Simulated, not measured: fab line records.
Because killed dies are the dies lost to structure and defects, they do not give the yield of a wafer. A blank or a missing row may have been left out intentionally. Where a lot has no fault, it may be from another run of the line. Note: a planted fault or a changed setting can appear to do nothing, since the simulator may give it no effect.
fab line records	flow n5Finfet
record: lots: 9	wafers: 25	lastDay: 19
route steps=1938 shown BEOL_M4@1111 BEOL_M7@1299 PASSIVATION@1936
lots that met no fault: taken from a fault-free run of the same line
startH: start of the lot's first displayed wafer, in hours after the record's first day	waitH: how many hours have passed since the lot's step before this one	" as in the row above	L1.1+2: several wafers, shown together as one row	- no value, or no start given	* or withheld: withheld	< > ~ a bound
route shown NAME@n: names a module that has steps shown in the file, with the first one's number in the route	usual: mean/standard deviation taken from wafers without a fault	same: alike in all rows	chamber/n: place in a boat	sites: readings site by site	_std_site: standard deviation across them	_edge_site: outer sites' mean less inner sites'	radiusMm: how far each site lies from the wafer's centre	mask NAME#n: copy n	behind: the last tool/chamber to shape the wafer	hold: why the lot went on hold/how many hours it stayed there/how the hold came to an end	device: whichever transistor did not switch (one of n, p or np)	end of line: the tests these same wafers got at the end of their route	for a step that has no rows: nothing shown but its recipe	killed: not the wafer's yield, but the dies lost to structure and defects at the first sort	map: the dies of a wafer, with x for killed, . for not killed, _ for no die there
set.NAME: the setting the step ran with; set.NAME@STEP: the setting that earlier step ran with	model.NAME: the simulator's own value behind a step, which no gauge read
route steps across a sampled set of lots; one table per step, one row per wafer
services: a tool's chamber out of use, with start hour (startH, from the record's first day; less than 0 if before it), hours out, and reason
== steps ==
step: N5_BEOL_M4_RC_MEAS_101
usual: DIBL_N: 36.3/1.7	DIBL_P: 36.5/2.1	IOFF_N: 0.16/0.03	IOFF_P: 0.22/0.035	ION_N: 675/11	ION_P: 465/7.1	SS_N: 71.5/0.62	SS_P: 73.3/0.64	VT_N: 250/3.1	VT_P: -249.1/3
lot.wafer	tool	chamber	startH	waitH	DIBL_N[mV/V]	DIBL_P[mV/V]	IOFF_N[nA/um]	IOFF_P[nA/um]	ION_N[uA/um]	ION_P[uA/um]	SS_N[mV/dec]	SS_P[mV/dec]	VT_N[mV]	VT_P[mV]
L135.2	prober-01	0	170.56	0.8	37.8	38.9	0.19	0.26	682	470	72.1	73.8	246	-245.8
L135.4	"	0	"	"	37.7	38.4	0.19	0.27	686	473	72.0	73.4	248	-246.1
L135.6	"	0	"	"	35.5	36.7	0.15	0.23	675	469	71.0	72.5	252	-248.8
L138.2	prober-02	0	188.85	0.2	37.0	37.1	0.16	0.24	688	479	71.4	73.4	249	-247.9
L138.4	"	0	"	"	36.8	36.1	0.14	0.21	666	465	71.5	73.0	253	-248.5
L138.5	"	0	"	"	38.2	38.9	0.19	0.27	689	476	71.7	73.9	247	-246.0
L140.2	prober-01	0	195.39	0.2	36.4	36.4	0.16	0.19	669	456	71.9	73.9	251	-253.5
L140.3	"	0	"	"	33.1	32.5	0.11	0.16	671	460	71.3	72.4	254	-256.4
L140.4	"	0	"	"	37.8	39.1	0.21	0.25	688	472	72.2	74.0	243	-246.4
L142.3	prober-02	0	202.05	0.3	35.2	31.7	0.13	0.17	671	459	71.0	72.1	253	-252.1
L142.5	"	0	"	"	37.0	34.8	0.16	0.20	685	467	71.5	72.7	249	-252.0
L142.6	"	0	"	"	37.0	34.8	0.15	0.20	662	460	71.9	72.6	251	-250.5
L144.3	prober-02	0	219.44	0.3	38.1	36.5	0.17	0.23	684	472	71.6	73.5	248	-248.6
L144.4	"	0	"	"	35.9	34.8	0.14	0.20	675	468	70.9	72.3	250	-249.5
L144.5	"	0	"	"	36.9	36.1	0.15	0.22	661	462	71.7	73.3	252	-247.4
L146.1	prober-02	0	226.44	0.0	36.7	35.8	0.16	0.22	686	469	71.6	73.4	250	-249.1
L146.3	"	0	"	"	33.5	32.1	0.10	0.16	656	457	70.9	72.8	256	-253.1
L146.6	"	0	"	"	35.0	34.4	0.13	0.19	678	463	71.0	73.4	251	-250.4
L155.1	prober-01	0	308.98	0.0	38.4	36.9	0.19	0.25	681	468	72.3	73.4	246	-245.4
L155.4	"	0	"	"	36.6	34.3	0.15	0.21	674	468	71.7	73.4	248	-246.7
L155.5	"	0	"	"	37.4	36.5	0.18	0.24	694	474	71.3	73.3	246	-247.4
L152.6	prober-01	0	322.32	0.8	36.3	38.6	0.15	0.22	668	466	70.7	73.0	253	-248.7
L158.4	prober-02	0	332.50	0.5	36.4	38.1	0.16	0.23	671	467	71.5	73.8	252	-246.8
L158.5	"	0	"	"	34.0	35.8	0.13	0.20	686	475	70.5	73.1	253	-248.7
L158.6	"	0	"	"	36.9	38.7	0.19	0.24	691	480	71.2	73.9	245	-246.6
step: N5_BEOL_M7_DESCUM_33
recipe: chemistry: O2	timeS: 7	sourcePowerW: 50	biasPowerW: 20	pressureMtorr: 20	rfFrequencyHz: 2.712e+07	tempC: 40	resist: CAR-EUV	o2FlowSccm: 225
usual: chamberPressureMTorr: 19.999/0.027	drypumpMotorCurrentA: 5.8/0.38	oesProductAu: 0.79/0.093	rfVppV: 242.9/1.3	showerheadPlenumPTorr: 2.08/0.06	throttleValvePct: 20.44/0.18
lot.wafer	tool	chamber	startH	waitH	chamberPressureMTorr	drypumpMotorCurrentA	oesProductAu	rfHoursCounterH	rfVppV	showerheadPlenumPTorr	throttleValvePct
L135.2	rieDiel-02	0	196.45	0.0	19.970	6.3	0.71	190	243.0	2.07	20.38
L135.4	"	2	"	"	19.995	6.3	0.86	44	241.8	2.15	20.34
L135.6	"	1	"	"	19.997	6.4	0.72	-	242.4	2.09	20.36
L138.2	rieDiel-04	3	214.38	0.0	19.978	6.1	0.89	52	242.7	2.06	20.34
L138.4	"	1	"	"	19.977	5.4	0.80	95	242.1	2.02	20.53
L138.5	"	3	"	"	20.003	6.1	0.88	-	242.4	2.06	20.35
L140.2	rieDiel-03	1	219.52	0.1	19.993	5.2	0.92	16	245.0	2.12	20.38
L140.3	"	2	"	"	19.990	5.7	0.68	246	243.0	2.06	20.80
L140.4	"	3	"	"	19.976	5.7	0.94	4	244.0	2.14	20.23
L142.3	rieDiel-03	2	225.44	0.0	19.998	5.7	0.67	248	241.4	2.06	20.83
L142.5	"	2	"	"	20.019	5.7	0.68	-	241.9	2.06	20.79
L142.6	"	3	"	"	20.022	5.7	0.94	-	244.0	2.14	20.23
L144.3	rieDiel-02	1	238.49	0.3	20.011	6.4	0.72	202	243.6	2.08	20.37
L144.4	"	0	"	"	19.998	6.3	0.70	201	242.8	2.07	20.40
L144.5	"	0	"	"	19.988	6.3	0.71	-	243.7	2.07	20.38
L146.1	rieDiel-04	1	245.55	0.1	20.011	5.4	0.78	104	241.4	2.02	20.52
L146.3	"	3	"	"	20.002	6.1	0.87	64	242.7	2.05	20.38
L146.6	"	0	"	"	20.019	5.5	0.70	-	243.3	2.07	20.50
L155.1	rieDiel-04	1	344.67	0.0	19.973	5.4	0.77	129	241.9	2.01	20.56
L155.4	"	3	"	"	20.008	6.1	0.84	83	242.2	2.04	20.41
L155.5	"	2	"	"	20.025	6.0	0.93	-	242.6	2.07	20.06
L152.6	rieDiel-04	3	354.78	0.0	20.026	6.1	0.84	-	240.8	2.04	20.39
L158.4	rieDiel-02	2	360.75	0.2	20.013	6.3	0.81	89	242.5	2.14	20.42
L158.5	"	0	"	"	20.015	6.3	0.68	-	243.1	2.06	20.46
L158.6	"	1	"	"	20.002	6.4	0.69	-	243.1	2.07	20.42
step: N5_BEOL_M7_VIA_ETCH_34
recipe: chemistry: C4F6/O2	target: SiCOH_lowk	targetDepthA: 1255	maskMaterial: SOC	taperDeg: 4	timeS: 50.5	ionEnergyEv: 250	pressureMtorr: 30	sourceW: 345	biasW: 185	Ar_flow_sccm: 300	C4F6_flow_sccm: 10	O2_flow_sccm: 10
usual: chamberPressureMTorr: 30.000/0.026	drypumpMotorCurrentA: 5.8/0.38	oesProductAu: 0.79/0.09	rfFwdPowerW: 341.5/1.4	rfVppV: 661/9.7	showerheadPlenumPTorr: 2.82/0.072	throttleValvePct: 20.85/0.21
lot.wafer	tool	chamber	startH	waitH	chamberPressureMTorr	drypumpMotorCurrentA	oesProductAu	rfFwdPowerW	rfHoursCounterH	rfVppV	showerheadPlenumPTorr	throttleValvePct
L135.2	rieDiel-02	0	196.63	0.0	30.009	6.4	0.72	338.4	190	668	2.80	20.75
L135.4	"	2	"	"	29.991	6.4	0.85	341.8	44	664	2.88	20.57
L135.6	"	1	"	"	30.024	6.4	0.71	342.6	-	668	2.83	20.75
L138.2	rieDiel-04	3	214.56	0.0	29.998	6.1	0.88	342.4	52	652	2.78	20.73
L138.4	"	1	"	"	30.002	5.4	0.80	341.4	95	641	2.75	20.97
L138.5	"	3	"	"	29.950	6.1	0.88	341.7	-	652	2.78	20.72
L140.2	rieDiel-03	1	219.70	0.0	30.032	5.2	0.91	341.5	16	654	2.91	20.92
L140.3	"	2	"	"	29.994	5.7	0.68	339.9	246	678	2.82	21.37
L140.4	"	3	"	"	29.985	5.7	0.94	343.6	4	658	2.90	20.69
L142.3	rieDiel-03	2	225.62	0.0	30.001	5.7	0.68	341.9	248	678	2.82	21.37
L142.5	"	2	"	"	29.994	5.6	0.68	341.5	-	676	2.82	21.39
L142.6	"	3	"	"	30.035	5.7	0.93	341.7	-	657	2.90	20.68
L144.3	rieDiel-02	1	238.67	0.0	30.013	6.4	0.70	341.9	202	667	2.82	20.77
L144.4	"	0	"	"	29.977	6.4	0.71	339.3	201	667	2.80	20.77
L144.5	"	0	"	"	29.981	6.3	0.71	338.4	-	668	2.80	20.77
L146.1	rieDiel-04	1	245.73	0.0	29.997	5.4	0.78	340.4	104	643	2.75	20.98
L146.3	"	3	"	"	29.990	6.1	0.86	341.9	64	652	2.78	20.74
L146.6	"	0	"	"	30.011	5.5	0.71	341.4	-	658	2.80	20.89
L155.1	rieDiel-04	1	344.85	0.0	30.023	5.4	0.76	342.2	129	642	2.74	21.02
L155.4	"	3	"	"	30.030	6.1	0.83	342.7	83	652	2.77	20.78
L155.5	"	2	"	"	30.024	6.0	0.94	343.3	-	677	2.81	20.48
L152.6	rieDiel-04	3	354.97	0.0	29.982	6.0	0.78	259.3	-	750	2.77	20.77
L158.4	rieDiel-02	2	360.93	0.0	30.029	6.3	0.80	342.1	89	663	2.86	20.62
L158.5	"	0	"	"	29.976	6.3	0.69	338.1	-	665	2.78	20.83
L158.6	"	1	"	"	29.969	6.4	0.69	340.5	-	666	2.81	20.82
step: N5_BEOL_M7_ETCH_41
recipe: chemistry: CH3F/O2	target: SiCN	targetDepthA: 319	taperDeg: 2	timeS: 57.8	ionEnergyEv: 120	maskMaterial: TiN	pressureMtorr: 30	sourceW: 395	biasW: 75	Ar_flow_sccm: 150	CH3F_flow_sccm: 30	O2_flow_sccm: 20
usual: chamberPressureMTorr: 29.997/0.027	drypumpMotorCurrentA: 5.8/0.38	oesProductAu: 0.79/0.09	rfFwdPowerW: 391.4/1.5	rfVppV: 297.0/1.4	showerheadPlenumPTorr: 1.98/0.054	throttleValvePct: 16.30/0.22
lot.wafer	tool	chamber	startH	waitH	chamberPressureMTorr	drypumpMotorCurrentA	oesProductAu	rfFwdPowerW	rfHoursCounterH	rfVppV	showerheadPlenumPTorr	throttleValvePct
L135.2	rieDiel-02	0	-	-	30.009	6.3	0.72	389.4	190	298.1	1.97	16.29
L135.4	"	2	"	"	29.965	6.3	0.85	391.7	44	297.0	2.03	16.02
L135.6	"	1	"	"	30.016	6.4	0.72	391.9	-	296.7	1.99	16.24
L138.2	rieDiel-04	3	-	-	29.975	6.1	0.88	392.4	52	296.1	1.95	16.12
L138.4	"	1	"	"	29.974	5.4	0.80	391.2	95	296.3	1.93	16.39
L138.5	"	3	"	"	29.945	6.1	0.88	393.2	-	296.6	1.95	16.12
L140.2	rieDiel-03	1	-	-	29.983	5.2	0.93	393.9	16	300.0	2.04	16.28
L140.3	"	2	"	"	29.987	5.7	0.68	388.7	246	296.9	1.98	16.77
L140.4	"	3	"	"	30.000	5.6	0.94	391.6	4	296.7	2.04	16.11
L142.3	rieDiel-03	2	-	-	29.984	5.7	0.69	391.5	248	297.9	1.98	16.77
L142.5	"	2	"	"	30.002	5.6	0.67	391.4	-	296.5	1.98	16.77
L142.6	"	3	"	"	30.001	5.6	0.94	390.6	-	298.5	2.04	16.09
L144.3	rieDiel-02	1	-	-	30.023	6.4	0.70	390.8	202	297.3	1.99	16.24
L144.4	"	0	"	"	30.009	6.3	0.70	389.6	201	296.6	1.97	16.31
L144.5	"	0	"	"	29.946	6.3	0.71	390.3	-	298.0	1.97	16.30
L146.1	rieDiel-04	1	-	-	30.003	5.4	0.80	389.0	105	296.3	1.93	16.39
L146.3	"	3	"	"	29.995	6.1	0.86	392.1	64	294.0	1.95	16.14
L146.6	"	0	"	"	29.966	5.5	0.71	391.5	-	297.0	1.97	16.38
L155.1	rieDiel-04	1	-	-	29.956	5.4	0.76	392.3	129	295.9	1.92	16.44
L155.4	"	3	"	"	29.988	6.1	0.83	391.1	83	296.1	1.94	16.18
L155.5	"	2	"	"	29.986	5.9	0.93	393.3	-	296.4	1.97	15.83
L152.6	rieDiel-04	3	-	-	29.951	6.0	0.82	391.8	-	295.5	1.94	16.19
L158.4	rieDiel-02	2	-	-	30.020	6.4	0.80	392.6	89	299.6	2.01	16.10
L158.5	"	0	"	"	30.038	6.3	0.69	389.6	-	295.8	1.96	16.38
L158.6	"	1	"	"	29.961	6.4	0.69	391.0	-	296.1	1.98	16.31
step: N5_BEOL_M7_OCD_MEAS_38
usual: trenchDepthNm: 93.2/1.2
lot.wafer	tool	chamber	startH	waitH	trenchDepthNm
L135.2	ocd-02	-	196.88	-	94.3
L135.4	"	-	"	"	93.6
L135.6	"	-	"	"	93.0
L138.2	ocd-01	-	214.81	-	93.6
L138.4	"	-	"	"	94.7
L138.5	"	-	"	"	92.6
L140.2	ocd-01	-	219.96	-	95.5
L140.3	"	-	"	"	91.0
L140.4	"	-	"	"	92.1
L142.3	ocd-02	-	225.87	-	91.8
L142.5	"	-	"	"	92.0
L142.6	"	-	"	"	92.1
L144.3	ocd-01	-	238.92	-	94.4
L144.4	"	-	"	"	93.8
L144.5	"	-	"	"	93.4
L146.1	ocd-01	-	245.98	-	94.0
L146.3	"	-	"	"	93.1
L146.6	"	-	"	"	92.2
L155.1	ocd-01	-	345.10	-	94.2
L155.4	"	-	"	"	93.4
L155.5	"	-	"	"	94.7
L152.6	ocd-02	-	355.20	-	93.5
L158.4	ocd-02	-	361.18	-	92.6
L158.5	"	-	"	"	93.3
L158.6	"	-	"	"	95.2
step: N5_PASSIVATION_PROBE_49
usual: defectLimitedYield: 91.2/1.4	killed_at_M0_to_M3: 36/10	killed_at_M4_up: 13/5.1	killedAtContacts: 12/5.4	killedAtFrontEnd: 39/11	killedAtOther: 3.5/2.4	killedDies: 104/17	killedOpen: 67/13	killedShort: 36/8.3	sort_bin_5_function: 5.2/0.98	sort_bin_6_memory: 3.3/0.68	sortNPass: 1076/17	sortYieldPct: 91.2/1.4
same: grossDies: 1180	killedAtBackSide: 0	sort_bin_4_leakage[%]: 0	sort_bin_8_speed[%]: 0
lot.wafer	tool	chamber	startH	waitH	defectLimitedYield[%]	killed_at_M0_to_M3	killed_at_M4_up	killedAtContacts	killedAtFrontEnd	killedAtOther	killedDies	killedOpen	killedShort	sort_bin_5_function[%]	sort_bin_6_memory[%]	sortNPass	sortYieldPct[%]
L152.6	prober-01	-	449.08	0.3	63.1	55	320	8	50	2	435	82	39	31.6	4.5	745	63.1
killed by level:class
L152.6 BEOL_M4:areaPecvd=313 BEOL_M2:geometricParticle:open=15 STI_FIN_REVEAL:geometricParticle:open=12 FIN_SAQP:geometricParticle:open=11 BEOL_M0_SAQP:geometricParticle:short=10 BEOL_M0_SAQP:geometricParticle:open=8 BEOL_M0:geometricParticle:open=6 MOL_CONTACT_COAG:geometricParticle:short=5
== services ==
tool	chamber	startH	hours	kind
rieDiel-03	3	185.10	-	clean
rieDiel-03	3	185.10	-	consumableReplace:focusRing
rieDiel-03	3	185.10	14.8	scheduledDown
rieDiel-03	3	185.10	14.8	ventCycle
rieDiel-03	3	204.86	4.9	repair
rieDiel-03	2	206.36	7.5	repair
rieDiel-03	2	235.29	-	clean
rieDiel-03	2	235.29	-	consumableReplace:focusRing
rieDiel-04	2	276.93	-	clean
rieDiel-04	2	276.93	-	consumableReplace:focusRing
rieDiel-04	2	276.93	23.6	scheduledDown
rieDiel-04	2	276.93	23.6	ventCycle
rieDiel-04	-	291.47	14.6	pm
rieDiel-03	1	298.37	98.2	repair
== key ==
firstSign: step: N5_BEOL_M7_VIA_ETCH_34	reading: rfFwdPowerW	direction: down	sigmas: 58	usual: *	struck: *
effect: step: N5_BEOL_M7_VIA_ETCH_34	reading: rfVppV	direction: up	sigmas: 9.2	usual: 661	struck: 750
effect: step: N5_PASSIVATION_PROBE_49	reading: killed_at_M4_up	direction: up	sigmas: 60	usual: 13	struck: 320
metAt N5_BEOL_M7_VIA_ETCH_34
struckLots L152
struckWafers L152.6
notActingAt N5_BEOL_M7_DESCUM_33,N5_BEOL_M7_ETCH_41,N5_BEOL_M7_OCD_MEAS_38
onsetBetween 344.85 354.97
earlierFault: kind: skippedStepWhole	tool: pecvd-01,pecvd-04	chamber: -	onsetH: 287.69	steps: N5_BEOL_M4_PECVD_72	scope: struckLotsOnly
fault: kind: processParameterDrift	tool: rieDiel-04	chamber: 3	onsetH: 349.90	steps: N5_BEOL_M7_VIA_ETCH_34	channel: sourceW	offset: -82.8	shape: step	actsIn: theseRecipesOnly	stated: 345
